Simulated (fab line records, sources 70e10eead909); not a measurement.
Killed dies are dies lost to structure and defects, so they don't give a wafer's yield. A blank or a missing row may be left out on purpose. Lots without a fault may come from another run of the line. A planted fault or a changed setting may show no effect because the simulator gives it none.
Which tool did it? | flow nand_harc | 12 lots, 36 wafers sampled, at 6 steps of a route of 1159

WHAT THE GAUGES READ, wafer by wafer
NHARC_A_CONTACT_OVL_MEAS_70.
lot  | measured     | on         | overlay_x_nm (nm)
L074 | day 16 16:17 | overlay-01 | 0.4 0.1 0.5
L076 | day 16 23:10 | overlay-02 | 0.7 0.6 0.6
L080 | day 17 23:07 | overlay-02 | 0.8 1.4 1.0
L081 | day 18 11:02 | overlay-01 | 0.1 0.1 -0.3
L085 | day 19 02:56 | overlay-02 | -1.1 -0.4 -0.7
L083 | day 19 11:39 | overlay-01 | -0.4 0.0 0.3
L088 | day 19 20:56 | overlay-01 | 1.0 0.7 0.8
L089 | day 20 08:23 | overlay-01 | -0.2 0.3 0.2
L092 | day 21 03:32 | overlay-01 | 0.5 0.6 0.2
L093 | day 21 09:28 | overlay-02 | 0.7 1.3 1.0
L096 | day 22 01:44 | overlay-02 | 0.2 0.3 -0.2
L097 | day 23 05:38 | overlay-01 | -0.5 -1.2 -0.8

WHICH TOOL RAN EACH LOT (tool, then ch and the chambers of the sampled wafers, then the start)
lot  | NHARC_A_CONTACT_ETCH_51                       | NHARC_A_CONTACT_ETCH_116             | NHARC_A_CONTACT_ETCH_118             | NHARC_A_CONTACT_ETCH_90            | NHARC_A_CONTACT_ETCH_96
L074 | rie_diel-09 ch 0,1, day 16 11:07 or earlier   | har_cap_etch-01 ch 0,1, day 16 11:07 | har_cap_etch-01 ch 0,1, day 16 11:18 | rie_diel-07 ch 0,3, day 16 12:22   | rie_diel-07 ch 1,3, day 16 16:17 or earlier
L076 | rie_diel-02 ch 1,3, day 16 15:51 or earlier   | har_cap_etch-03 ch 0,1, day 16 15:51 | har_cap_etch-03 ch 0,1, day 16 16:02 | rie_diel-07 ch 1,3, day 16 17:05   | rie_diel-07 ch 0,1,2, day 16 23:10 or earlier
L080 | rie_diel-07 ch 2,3, day 17 18:10 or earlier   | har_cap_etch-03 ch 0,1, day 17 18:10 | har_cap_etch-03 ch 0,1, day 17 18:20 | rie_diel-07 ch 1,2,3, day 17 19:26 | rie_diel-07 ch 0,1,2, day 17 23:07 or earlier
L081 | rie_diel-09 ch 1,3, day 18 06:07 or earlier   | har_cap_etch-02 ch 0,1, day 18 06:07 | har_cap_etch-02 ch 0,1, day 18 06:18 | rie_diel-09 ch 0,1, day 18 07:20   | rie_diel-09 ch 1,3, day 18 11:02 or earlier
L085 | rie_diel-02 ch 1,2, day 18 21:42 or earlier   | har_cap_etch-01 ch 0, day 18 21:42   | har_cap_etch-01 ch 0, day 18 21:53   | rie_diel-09 ch 0,1, day 18 22:55   | rie_diel-09 ch 0,2,3, day 19 02:56 or earlier
L083 | rie_diel-02 ch 0,1,2, day 19 05:51 or earlier | har_cap_etch-01 ch 0,1, day 19 05:51 | har_cap_etch-01 ch 0,1, day 19 06:02 | rie_diel-07 ch 1,2,3, day 19 07:05 | rie_diel-07 ch 0,1,2, day 19 11:39 or earlier
L088 | rie_diel-07 ch 0,2,3, day 19 15:55 or earlier | har_cap_etch-01 ch 0,1, day 19 15:55 | har_cap_etch-01 ch 0,1, day 19 16:06 | rie_diel-09 ch 0,2,3, day 19 17:10 | rie_diel-09 ch 0,1,2, day 19 20:56 or earlier
L089 | rie_diel-02 ch 0,1, day 20 03:04 or earlier   | har_cap_etch-02 ch 0,1, day 20 03:04 | har_cap_etch-02 ch 0,1, day 20 03:19 | rie_diel-07 ch 0,1, day 20 04:35   | rie_diel-07 ch 1,2,3, day 20 08:23 or earlier
L092 | rie_diel-02 ch 2,3, day 20 19:58 or earlier   | har_cap_etch-01 ch 0,1, day 20 19:58 | har_cap_etch-01 ch 0,1, day 20 20:08 | rie_diel-07 ch 0,3, day 20 21:11   | rie_diel-07 ch 0,3, day 20 21:21
L093 | rie_diel-07 ch 0,1,3, day 21 02:30 or earlier | har_cap_etch-01 ch 0,1, day 21 02:30 | har_cap_etch-01 ch 0,1, day 21 02:45 | rie_diel-07 ch 1,3, day 21 04:04   | rie_diel-07 ch 1,3, day 21 04:12
L096 | rie_diel-09 ch 1,2, day 21 19:16 or earlier   | har_cap_etch-02 ch 0,1, day 21 19:16 | har_cap_etch-02 ch 0,1, day 21 19:27 | rie_diel-07 ch 1,3, day 21 20:34   | rie_diel-07 ch 1,2,3, day 21 20:41
L097 | rie_diel-02 ch 0,1, day 22 22:42 or earlier   | har_cap_etch-01 ch 0,1, day 22 22:42 | har_cap_etch-01 ch 0,1, day 22 22:53 | rie_diel-02 ch 0,1,3, day 22 23:58 | rie_diel-02 ch 0,3, day 23 05:38 or earlier
- NHARC_A_CONTACT_ETCH_51: etches the open film in O2/COS, target depth 3600 nm, time 936 s.
- NHARC_A_CONTACT_ETCH_116: etches the open film in C4F8/O2/Ar, time 94 s, target depth 922 nm.
- NHARC_A_CONTACT_ETCH_118: etches the open film in C4F8/O2/Ar, time 94 s, target depth 922 nm.
- NHARC_A_CONTACT_ETCH_90: etches the open film in CH3F/O2, target depth 40 nm, time 85.7 s.
- NHARC_A_CONTACT_ETCH_96: etches the open film in C4F6/O2, target depth 20 nm, time 10 s.

THE ANSWER, worked out from the rows above alone
Rule: what is usual is taken from the lots themselves. Put in order of their means at a reading, lots are off if they are a third of the lots or fewer, leave a main group of 4 or more, and stand apart from it by a gap of 3 or more times the standard deviation of the main group's means; of several such gaps the widest counts. A main group whose means are all the same, to the digits that the tables above print for the reading, isn't used. A lot without any number at a reading at which 4 lots or more have one is off too. The other lots that the step has rows for count as sound.
No lot is off at any reading shown: from this, nothing can be told.

WHAT THE SIMULATOR HAD PUT IN
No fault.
